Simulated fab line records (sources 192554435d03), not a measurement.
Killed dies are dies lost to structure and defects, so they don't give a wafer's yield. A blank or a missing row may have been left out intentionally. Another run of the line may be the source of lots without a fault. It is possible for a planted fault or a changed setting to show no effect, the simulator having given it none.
Which of the tools did it?    flow n5 finfet    36 wafers from 12 lots sampled at 6 of the route's 1938 steps

## WHAT THE GAUGES READ, wafer by wafer
N5_BEOL_M6_CD_MEAS_11 targets a cd of 38.5 nm.
lot   measured      on         cd nm (nm)
L077  day 9 04:50   cd sem-03  38.0 38.4 38.6
L075  day 9 15:20   cd sem-01  37.7 37.5 38.2
L080  day 9 20:17   cd sem-03  38.6 38.9 38.5
L081  day 10 00:20  cd sem-02  37.9 37.2 37.7
L083  day 10 19:02  cd sem-02  38.3 38.7 38.1
L086  day 11 16:10  cd sem-03  39.3 38.0 38.3
L084  day 12 01:23  cd sem-02  38.3 37.9 37.8
L090  day 12 07:01  cd sem-01  38.3 38.3 38.0
L091  day 12 21:46  cd sem-01  38.1 38.8 38.1
L093  day 13 12:29  cd sem-03  36.9 37.1 37.9
L095  day 13 20:26  cd sem-01  38.2 39.0 38.7
L097  day 14 15:11  cd sem-03  37.7 38.4 37.6

## WHAT TOOL EACH LOT RAN ON (gives the tool, then ch and the chambers of the sampled wafers, and finally the start)
lot   N5_BEOL_M5_STRIP_36                 N5_BEOL_M5_TRENCH_ETCH_37                      N5_BEOL_M5_ANNEAL_51              N5_BEOL_M6_CURE_74             N5_BEOL_M6_HM_DEP_02
L077  rie diel-01 ch 0,1,3, day 8 18:51   rie diel-01 ch 0,1,3, day 9 00:55 or earlier   rtp anneal-01 ch 0, day 9 00:55   uv cure-02 ch 1, day 9 01:58   pvd sputter-02, day 9 04:27
L075  rie diel-03 ch 1,3, day 9 03:48     rie diel-03 ch 1,3, day 9 11:43 or earlier     rtp anneal-01 ch 0, day 9 11:43   uv cure-03 ch 0, day 9 12:46   pvd sputter-02, day 9 14:50
L080  rie diel-01 ch 0,1,2, day 9 10:25   rie diel-01 ch 0,1,2, day 9 17:15 or earlier   rtp anneal-01 ch 0, day 9 17:15   uv cure-02 ch 2, day 9 18:14   pvd sputter-03, day 9 19:47
L081  rie diel-06 ch 2,3, day 9 15:47     rie diel-06 ch 2,3, day 9 21:59 or earlier     rtp anneal-01 ch 0, day 9 21:59   uv cure-03 ch 2, day 9 23:01   pvd sputter-01, day 9 23:58
L083  rie diel-03 ch 0,1,3, day 10 10:02  rie diel-03 ch 0,1,3, day 10 16:29 or earlier  rtp anneal-01 ch 0, day 10 16:29  uv cure-02 ch 1, day 10 17:28  pvd sputter-03, day 10 18:40
L086  rie diel-01 ch 0,2,3, day 11 06:15  rie diel-01 ch 0,2,3, day 11 13:11 or earlier  rtp anneal-01 ch 0, day 11 13:11  uv cure-03 ch 0, day 11 14:10  pvd sputter-02, day 11 15:47
L084  rie diel-01 ch 0,3, day 11 14:53    rie diel-01 ch 0,3, day 11 21:28 or earlier    rtp anneal-02 ch 0, day 11 21:28  uv cure-02 ch 2, day 11 22:27  pvd sputter-01, day 12 00:53
L090  rie diel-01 ch 1,2,3, day 11 21:14  rie diel-01 ch 1,2,3, day 12 03:19 or earlier  rtp anneal-01 ch 0, day 12 03:19  uv cure-01 ch 2, day 12 04:21  pvd sputter-01, day 12 06:39
L091  rie diel-01 ch 0,2, day 12 12:25    rie diel-01 ch 0,2, day 12 18:28 or earlier    rtp anneal-02 ch 0, day 12 18:28  uv cure-03 ch 1, day 12 19:27  pvd sputter-02, day 12 21:24
L093  rie diel-01 ch 0,1,3, day 13 03:08  rie diel-01 ch 0,1,3, day 13 09:50 or earlier  rtp anneal-02 ch 0, day 13 09:50  uv cure-01 ch 0, day 13 10:49  pvd sputter-01, day 13 11:59
L095  rie diel-01 ch 1,3, day 13 10:44    rie diel-01 ch 1,3, day 13 17:11 or earlier    rtp anneal-01 ch 0, day 13 17:11  uv cure-02 ch 2, day 13 18:11  pvd sputter-01, day 13 19:56
L097  rie diel-01 ch 2,3, day 14 04:29    rie diel-01 ch 2,3, day 14 11:51 or earlier    rtp anneal-02 ch 0, day 14 11:51  uv cure-01 ch 1, day 14 13:14  pvd sputter-02, day 14 14:49
- N5_BEOL_M5_STRIP_36: strips in N2/H2.
- N5_BEOL_M5_TRENCH_ETCH_37: etches SiCOH lowk in C4F6/O2, target depth 71.652 nm, time 24.7 s.
- N5_BEOL_M5_ANNEAL_51: time 90 s.
- N5_BEOL_M6_CURE_74: cures SiCOH lowk, time 240 s.
- N5_BEOL_M6_HM_DEP_02: deposits TiN, target thk 20 nm.

## THE ANSWER, worked out from the rows above alone
Rule: the usual values come from the lots themselves. Put in order of their means at a reading, lots are off if they are a third of the lots or fewer, leave a main group of 4 or more, and stand apart from it by a gap of 3 or more times the standard deviation of the main group's means; of several such gaps the widest counts. The tables above print the reading to a certain number of digits; a main group whose means all agree to those digits is not used. Also off: a lot with no number at a reading for which 4 or more lots have one. The other lots that the step has rows for count as sound.
None of the lots is off at any reading shown; this tells nothing.

## WHAT THE SIMULATOR HAD PUT IN
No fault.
